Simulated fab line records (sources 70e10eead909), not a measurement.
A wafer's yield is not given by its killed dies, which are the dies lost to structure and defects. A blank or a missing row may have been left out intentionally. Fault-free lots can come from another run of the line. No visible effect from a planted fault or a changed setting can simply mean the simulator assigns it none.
Check of tool commonality    flow nand-harc    Sampled: 12 lots, 36 wafers

## WHY THIS WAS OPENED
On 1 of the 12 lots, a flag is raised at NHARC_P_ZERO_WELL_CD_MEAS_52 on the reading cd-nm. No-fault wafers: 1999.7 nm, standard deviation 2.
Rule: a lot is flagged in two cases, either no wafer of it has a number, or all its wafers with numbers fall more than 4 standard deviations from that mean. The other lots count as sound.

lot   measured      on         cd-nm (nm), wafer by wafer  flag
L745  day 2 11:58   cd-sem-02  2000.7 2000.1 1998.6        
L747  day 3 07:37   cd-sem-02  1999.5 2001.0 1997.1        
L748  day 3 17:39   cd-sem-02  2001.3 2001.0 2000.7        
L750  day 4 13:48   cd-sem-03  1507.6 1509.5 1511.3        FLAGGED
L751  day 5 03:40   cd-sem-03  1999.1 1997.6 1998.0        
L753  day 5 19:45   cd-sem-03  2000.5 1997.7 1999.2        
L758  day 7 21:52   cd-sem-02  2001.7 2002.6 2001.2        
L759  day 8 07:49   cd-sem-02  2003.6 2000.0 2003.5        
L761  day 9 04:04   cd-sem-02  1998.3 2000.5 2001.9        
L763  day 9 23:40   cd-sem-01  1999.6 1996.5 2000.5        
L765  day 10 21:31  cd-sem-02  1999.0 1996.9 1999.3        
L767  day 11 15:44  cd-sem-02  1997.9 1998.0 1999.6        
The numbers of the flagged lots are 1509.5 nm on average: -490.2 nm against the usual, or -99 or more standard deviations.

## WHICH TOOL RAN EACH LOT
Before the reading, the record contains 2 process steps out of a 1302-step route. Cell contents, in order: the tool; ch with the chambers the sampled wafers went through; the start.
lot   flag     NHARC_P_ZERO_WELL_ETCH_63         NHARC_P_ZERO_WELL_EXPOSE_49
L745           rie-si-05 ch 0,1,3, day 2 07:50   krf-scanner-02 ch 0, day 2 11:49
L747           rie-si-06 ch 0,2,3, day 3 03:33   krf-scanner-01 ch 0, day 3 07:28
L748           rie-si-05 ch 0,1,3, day 3 13:40   krf-scanner-01 ch 0, day 3 17:29
L750  FLAGGED  rie-si-05 ch 0,1,2, day 4 09:41   krf-scanner-03 ch 0, day 4 13:38
L751           rie-si-05 ch 2,3, day 4 19:47     krf-scanner-03 ch 0, day 5 03:31
L753           rie-si-05 ch 1,2,3, day 5 15:40   krf-scanner-03 ch 0, day 5 19:35
L758           rie-si-06 ch 0,1,2, day 7 17:41   krf-scanner-03 ch 0, day 7 21:42
L759           rie-si-05 ch 0,1,3, day 8 03:47   krf-scanner-03 ch 0, day 8 07:40
L761           rie-si-05 ch 0,2, day 8 23:52     krf-scanner-03 ch 0, day 9 03:55
L763           rie-si-06 ch 0,1,3, day 9 19:43   krf-scanner-02 ch 0, day 9 23:31
L765           rie-si-03 ch 0,1,3, day 10 17:34  krf-scanner-01 ch 0, day 10 21:22
L767           rie-si-03 ch 1,2,3, day 11 11:42  krf-scanner-01 ch 0, day 11 15:35
What these steps do:
- NHARC_P_ZERO_WELL_ETCH_63: etches the open film in HBr/Cl2, target depth 120 nm, time 40.1 s.
- NHARC_P_ZERO_WELL_EXPOSE_49: exposes mask P HVPW, target cd 2000 nm.
- NHARC_P_ZERO_WELL_CD_MEAS_52: target cd 2000 nm.

## FLAGGED AGAINST TOTAL, ONE TOOL AT A TIME (gauges that did the reading follow at the end)
step                          tool            lots run  flagged  share of the flagged lots  sound lots run after its first flagged lot
NHARC_P_ZERO_WELL_ETCH_63     rie-si-03       2         0        none                       -
NHARC_P_ZERO_WELL_ETCH_63     rie-si-05       7         1        all                        4 (L751,L753,L759,L761)
NHARC_P_ZERO_WELL_ETCH_63     rie-si-06       3         0        none                       -
NHARC_P_ZERO_WELL_EXPOSE_49   krf-scanner-01  4         0        none                       -
NHARC_P_ZERO_WELL_EXPOSE_49   krf-scanner-02  2         0        none                       -
NHARC_P_ZERO_WELL_EXPOSE_49   krf-scanner-03  6         1        all                        5 (L751,L753,L758,L759,L761)
NHARC_P_ZERO_WELL_CD_MEAS_52  cd-sem-01       1         0        none                       -
NHARC_P_ZERO_WELL_CD_MEAS_52  cd-sem-02       8         0        none                       -
NHARC_P_ZERO_WELL_CD_MEAS_52  cd-sem-03       3         1        all                        2 (L751,L753)

## THE TABLE: WHAT IT ALLOWS
Every flagged lot was run by 3 rows of the table: rie-si-05 at NHARC_P_ZERO_WELL_ETCH_63, krf-scanner-03 at NHARC_P_ZERO_WELL_EXPOSE_49 and cd-sem-03 at NHARC_P_ZERO_WELL_CD_MEAS_52.
- rie-si-05 at NHARC_P_ZERO_WELL_ETCH_63 ran 7 lots, 1 of them flagged. Sound lots followed the first flagged one (L751, L753, L759, L761) on it, something a lasting fault affecting the whole tool could not allow.
- krf-scanner-03 at NHARC_P_ZERO_WELL_EXPOSE_49 ran 6 lots, 1 of them flagged. Sound lots followed the first flagged one (L751, L753, L758, L759, L761) on it, something a lasting fault affecting the whole tool could not allow.
- cd-sem-03 at NHARC_P_ZERO_WELL_CD_MEAS_52 ran 3 lots, 1 of them flagged. Sound lots followed the first flagged one (L751, L753) on it, something a lasting fault affecting the whole tool could not allow.
Every row of the table either missed a flagged lot or ran a sound lot after the first.

## WHAT THE SIMULATOR PUT IN
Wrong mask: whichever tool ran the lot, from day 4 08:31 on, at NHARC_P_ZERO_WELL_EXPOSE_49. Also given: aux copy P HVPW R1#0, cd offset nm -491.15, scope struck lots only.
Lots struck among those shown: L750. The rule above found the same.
